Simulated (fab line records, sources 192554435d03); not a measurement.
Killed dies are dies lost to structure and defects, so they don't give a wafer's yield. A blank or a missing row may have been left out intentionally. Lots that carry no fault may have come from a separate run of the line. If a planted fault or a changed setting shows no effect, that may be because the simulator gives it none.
Which of the tools did it? ; flow n5-finfet ; Sampling: 9 lots, 27 wafers, 7 of 1938 route steps

== WHAT THE GAUGES READ, wafer by wafer ==
N5_BEOL_M4_INSPECT_59: inspects for defects (darkfield). Usual: 71 for raw-defect-count, sd 22.
lot;measured;on;raw-defect-count;flag
L681;day 8 05:43;defect-inspect-02;48 60 36;
L682;day 8 06:15;defect-inspect-01;65 69 72;
L683;day 8 20:59;defect-inspect-01;92 70 68;
L691;day 10 11:16;defect-inspect-01;71 54 53;
L694;day 11 12:37;defect-inspect-02;909 911 993;OFF
L695;day 11 15:32;defect-inspect-02;950 1002 953;OFF
L696;day 11 17:58;defect-inspect-02;86 78 88;
L698;day 12 12:46;defect-inspect-02;121 64 83;
L702;day 14 02:43;defect-inspect-02;53 78 70;

N5_BEOL_M4_RC_MEAS_101. Usual: DIBL_N 36.4 mV/V, standard deviation 1.2; DIBL_P 36.1 mV/V, standard deviation 1.6; IOFF_N 0.156 nA/um, standard deviation 0.024; IOFF_P 0.21 nA/um, standard deviation 0.031; ION_N 674 uA/um, standard deviation 11; ION_P 463 uA/um, standard deviation 6.9; SS_N 71.5 mV/dec, standard deviation 0.5; SS_P 73.2 mV/dec, standard deviation 0.55; VT_N 250.0 mV, standard deviation 2.9; VT_P -250 mV, standard deviation 3.6.
lot;measured;on;DIBL_N (mV/V);DIBL_P (mV/V);IOFF_N (nA/um);IOFF_P (nA/um);ION_N (uA/um);ION_P (uA/um);SS_N (mV/dec);SS_P (mV/dec);VT_N (mV);VT_P (mV);flag
L681;day 8 05:44;prober-01;37.3 38.7 36.8;38.3 39.4 37.6;0.181 0.208 0.167;0.23 0.24 0.21;680 684 674;469 464 459;72.1 72.1 72.4;73.3 73.8 73.3;247.3 244.2 247.0;-250 -249 -251;
L682;day 8 06:26;prober-02;35.5 35.4 37.9;36.6 36.2 39.3;0.160 0.146 0.207;0.20 0.18 0.24;675 661 679;456 450 463;71.5 71.3 71.7;73.7 73.5 75.0;248.2 250.2 244.5;-252 -257 -249;
L683;day 8 21:00;prober-02;37.3 35.2 36.6;39.6 37.1 38.4;0.204 0.160 0.183;0.26 0.22 0.24;698 669 676;473 459 461;72.3 71.4 71.8;73.9 73.7 73.5;245.0 249.5 247.5;-250 -248 -250;
L691;day 10 11:17;prober-01;34.6 34.1 36.6;32.7 32.2 35.1;0.127 0.117 0.156;0.18 0.17 0.21;661 660 678;454 453 460;71.4 71.3 71.4;72.3 72.0 73.0;255.9 255.5 250.3;-252 -253 -249;
L694;day 11 12:38;prober-02;37.7 35.5 35.6;36.7 34.2 34.6;0.170 0.130 0.140;0.20 0.16 0.17;672 667 671;455 460 460;71.7 70.6 71.4;74.1 73.1 73.3;250.4 253.5 252.1;-252 -256 -254;
L695;day 11 15:52;prober-01;36.6 37.2 35.9;34.7 35.6 34.3;0.131 0.152 0.130;0.19 0.19 0.17;657 670 664;461 458 460;71.2 71.5 71.3;73.2 73.2 73.3;252.3 250.9 251.3;-251 -251 -252;
L696;day 11 17:59;prober-01;35.7 35.9 36.2;34.8 35.4 35.9;0.138 0.143 0.145;0.19 0.21 0.21;668 668 669;461 461 466;70.4 71.3 71.4;73.1 72.7 72.7;249.6 248.5 249.6;-249 -250 -248;
L698;day 12 12:56;prober-01;37.7 37.7 36.4;36.7 37.1 34.8;0.175 0.186 0.149;0.25 0.26 0.22;679 688 661;467 470 463;71.8 71.7 71.0;73.3 74.1 73.3;247.2 247.7 250.1;-247 -247 -248;
L702;day 14 02:44;prober-01;35.8 35.0 35.1;35.8 34.4 34.8;0.156 0.141 0.140;0.19 0.17 0.17;678 674 681;464 452 464;71.4 72.0 71.5;73.8 73.3 72.8;248.1 251.6 248.5;-253 -255 -254;

N5_BEOL_M5_INSPECT_13: inspects for defects (brightfield). Usual: 385 for raw-defect-count, sd 82.
lot;measured;on;raw-defect-count;flag
L681;day 8 10:04;defect-inspect-02;473 382 335;
L682;day 8 10:18;defect-inspect-02;400 408 464;
L683;day 8 23:38;defect-inspect-02;482 354 352;
L691;day 10 13:24;defect-inspect-01;331 293 303;
L694;day 11 15:41;defect-inspect-02;1189 1197 1344;OFF
L695;day 11 18:40;defect-inspect-02;1235 1316 1322;OFF
L696;day 11 20:16;defect-inspect-02;537 389 402;
L698;day 12 15:29;defect-inspect-02;443 273 286;
L702;day 14 06:02;defect-inspect-01;394 456 519;

== WHICH TOOL RAN EACH LOT (tool, then ch and the chambers of the sampled wafers, then the start) ==
lot;N5_BEOL_M4_ANNEAL_49;N5_BEOL_M4_ANNEAL_80;N5_BEOL_M4_SPUTTER_81;N5_BEOL_M4_DEP_57
L681;pvd-sputter-01, day 8 02:58;pvd-sputter-01, day 8 03:11;pvd-sputter-01, day 8 03:19;pecvd-04 ch 0,2, day 8 05:38
L682;pvd-sputter-02, day 8 03:25;pvd-sputter-02, day 8 03:38;pvd-sputter-02, day 8 03:47;pecvd-03 ch 0,1, day 8 06:09
L683;pvd-sputter-02, day 8 18:07;pvd-sputter-02, day 8 18:20;pvd-sputter-02, day 8 18:29;pecvd-04 ch 1,2, day 8 20:53
L691;pvd-sputter-01, day 10 08:30;pvd-sputter-01, day 10 08:43;pvd-sputter-01, day 10 08:52;pecvd-04 ch 0,1,2, day 10 11:10
L694;pvd-sputter-02, day 11 09:50;pvd-sputter-02, day 11 10:04;pvd-sputter-02, day 11 10:12;pecvd-04 ch 0,1,2, day 11 12:31
L695;pvd-sputter-01, day 11 12:29;pvd-sputter-01, day 11 12:43;pvd-sputter-01, day 11 12:51;pecvd-04 ch 0,2, day 11 15:26
L696;pvd-sputter-01, day 11 14:59;pvd-sputter-01, day 11 15:14;pvd-sputter-01, day 11 15:23;pecvd-03 ch 0,1,2, day 11 17:52
L698;pvd-sputter-01, day 12 09:49;pvd-sputter-01, day 12 10:02;pvd-sputter-01, day 12 10:11;pecvd-02 ch 0,1,2, day 12 12:40
L702;pvd-sputter-02, day 13 23:56;pvd-sputter-02, day 14 00:09;pvd-sputter-02, day 14 00:17;pecvd-03 ch 1,2, day 14 02:37
- N5_BEOL_M4_ANNEAL_49: time 240 s.
- N5_BEOL_M4_ANNEAL_80: time 240 s.
- N5_BEOL_M4_SPUTTER_81: material Cu, target thk 4.5 nm, time 8.29 s.
- N5_BEOL_M4_DEP_57: deposits SiCN from 3MS/NH3, target thk 8 nm, time 14 s.

== AS READ BY THE TOOLS THEMSELVES (means over the sampled wafers that have a number; for cases with no such wafer, the mark the record gives instead) ==
N5_BEOL_M4_ANNEAL_49. Usual: heater-power-w 814 W, standard deviation 82; susceptor_temp_C_max 401.0, standard deviation 0.43.
lot;tool;heater-power-w (W);susceptor_temp_C_max;flag
L681;pvd-sputter-01;785;401.3;
L682;pvd-sputter-02;833;401.2;
L683;pvd-sputter-02;846;400.8;
L691;pvd-sputter-01;839;400.9;
L694;pvd-sputter-02;861;401.0;
L695;pvd-sputter-01;747;400.9;
L696;pvd-sputter-01;842;401.4;
L698;pvd-sputter-01;848;401.4;
L702;pvd-sputter-02;841;400.8;

N5_BEOL_M4_ANNEAL_80. Usual: heater-power-w 817 W, standard deviation 81; susceptor_temp_C_max 400.9, standard deviation 0.4.
lot;tool;heater-power-w (W);susceptor_temp_C_max;flag
L681;pvd-sputter-01;787;401.1;
L682;pvd-sputter-02;847;400.8;
L683;pvd-sputter-02;848;400.7;
L691;pvd-sputter-01;858;400.7;
L694;pvd-sputter-02;857;401.2;
L695;pvd-sputter-01;755;401.0;
L696;pvd-sputter-01;838;401.0;
L698;pvd-sputter-01;835;401.0;
L702;pvd-sputter-02;861;400.9;

N5_BEOL_M4_SPUTTER_81. Usual: 30.9 % for throttle-valve-pct, sd 0.74.
lot;tool;throttle-valve-pct (%);flag
L681;pvd-sputter-01;31.3;
L682;pvd-sputter-02;30.9;
L683;pvd-sputter-02;31.3;
L691;pvd-sputter-01;31.0;
L694;pvd-sputter-02;31.3;
L695;pvd-sputter-01;30.4;
L696;pvd-sputter-01;31.4;
L698;pvd-sputter-01;31.2;
L702;pvd-sputter-02;31.2;

N5_BEOL_M4_DEP_57. Usual: showerhead-plenum-p-Torr 3.668 Torr, standard deviation 0.012; showerhead-vpp-V 872 V, standard deviation 17; throttle-valve-pct 9.2 %, standard deviation 0.37.
lot;tool;showerhead-plenum-p-Torr (Torr);showerhead-vpp-V (V);throttle-valve-pct (%);flag
L681;pecvd-04;3.655;839;9.3;
L682;pecvd-03;3.678;881;9.2;
L683;pecvd-04;3.655;873;9.1;
L691;pecvd-04;3.657;863;9.2;
L694;pecvd-04;3.654;869;9.2;
L695;pecvd-04;3.660;845;9.2;
L696;pecvd-03;3.678;875;9.3;
L698;pecvd-02;3.673;871;8.9;
L702;pecvd-03;3.677;885;9.0;

== THE ANSWER, worked out from the rows above alone ==
Rule: take the mean of a lot's wafers that have a number; if it is more than 3 standard deviations from the usual mean, the lot is off. Also off: a lot with no number at a reading for which 4 or more lots have one. All remaining lots with rows at the step are treated as sound. First the gauges in route order, then the tools' own readings, where a lot's mean is used as printed above. The first step at which some lot is off is used, and at that step the reading that is off furthest; a lot without a number counts as furthest.
Off, at N5_BEOL_M4_INSPECT_59 on raw-defect-count: L694, L695.
If a tool, at a process step before that reading, ran all the lots that are off and no sound lot after the first of them, it fits. The gauges at N5_BEOL_M4_INSPECT_59 are tried like those tools. One fits: N5_BEOL_M4_DEP_57 on pecvd-04. Its last sound lot is L691 (day 10 11:10), its first lot that is off L694 (day 11 12:31): a fault that began between those two fits.

== WHAT WAS PUT IN BY THE SIMULATOR ==
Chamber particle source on pecvd-04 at N5_BEOL_M4_DEP_57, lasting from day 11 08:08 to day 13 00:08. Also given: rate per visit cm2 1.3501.
Struck lots among those shown: L694, L695. The same result came from the rule above.
